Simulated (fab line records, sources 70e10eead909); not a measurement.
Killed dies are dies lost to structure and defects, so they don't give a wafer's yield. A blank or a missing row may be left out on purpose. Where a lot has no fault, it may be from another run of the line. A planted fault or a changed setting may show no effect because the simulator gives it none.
Chamber matching	flow nandHarc	NHARC_A_CHANNEL_FILL_D1_ETCHBACK_19 on rieSi-01 has 4 sister chambers
The step etches the open film in HBr/Cl2, target depth 5 nm, time 1.7 s. 8 wafers are shown with their chamber, then 7 later ones without.

EACH WAFER AND ITS CHAMBER
wafer	chamber	oesProductAu (a.u.)	throttleValvePct (%)
L202.6	1	0.993	26.407
L206.3	1	0.999	26.399
L206.6	0	0.988	26.421
L208.4	2	1.001	26.409
L208.5	0	0.992	26.397
L208.6	3	0.991	26.380
L216.2	3	0.992	26.404
L216.4	2	1.002	26.403

WAFERS MISSING THEIR CHAMBER
wafer	oesProductAu (a.u.)	throttleValvePct (%)
L216.5	0.996	26.410
L217.2	0.984	26.404
L217.4	1.003	26.409
L217.6	0.994	26.410
L218.1	1.005	26.404
L218.3	0.993	26.408
L218.5	1.000	26.401

THE CHAMBER EACH PASSED THROUGH
wafer	from the rows above	in truth
L216.5	can't be placed: 1 or 2 or 3 or 0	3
L217.2	can't be placed: 0 or 3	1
L217.4	2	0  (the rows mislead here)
L217.6	can't be placed: 1 or 0 or 3 or 2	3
L218.1	2	2
L218.3	can't be placed: 0 or 1 or 3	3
L218.5	can't be placed: 2 or 1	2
1 of 7 placed correctly. Can't be placed from these rows: 5 (the true chamber is among the candidates in 4). Number placed wrongly: 1.
How it was worked out, from the rows above alone: a wafer's distance from a chamber is the root of the sum, over the readings, of the square of ((its reading less the chamber's mean) divided by the reading's scatter). The wafer belongs to the nearest chamber; if the next one is less than 2 further off, it can't be placed. A chamber's mean is the mean of its shown wafers. The scatter: take each reading less its chamber's mean, square it, sum over the shown wafers, divide by the number of wafers less the number of chambers, and take the root.
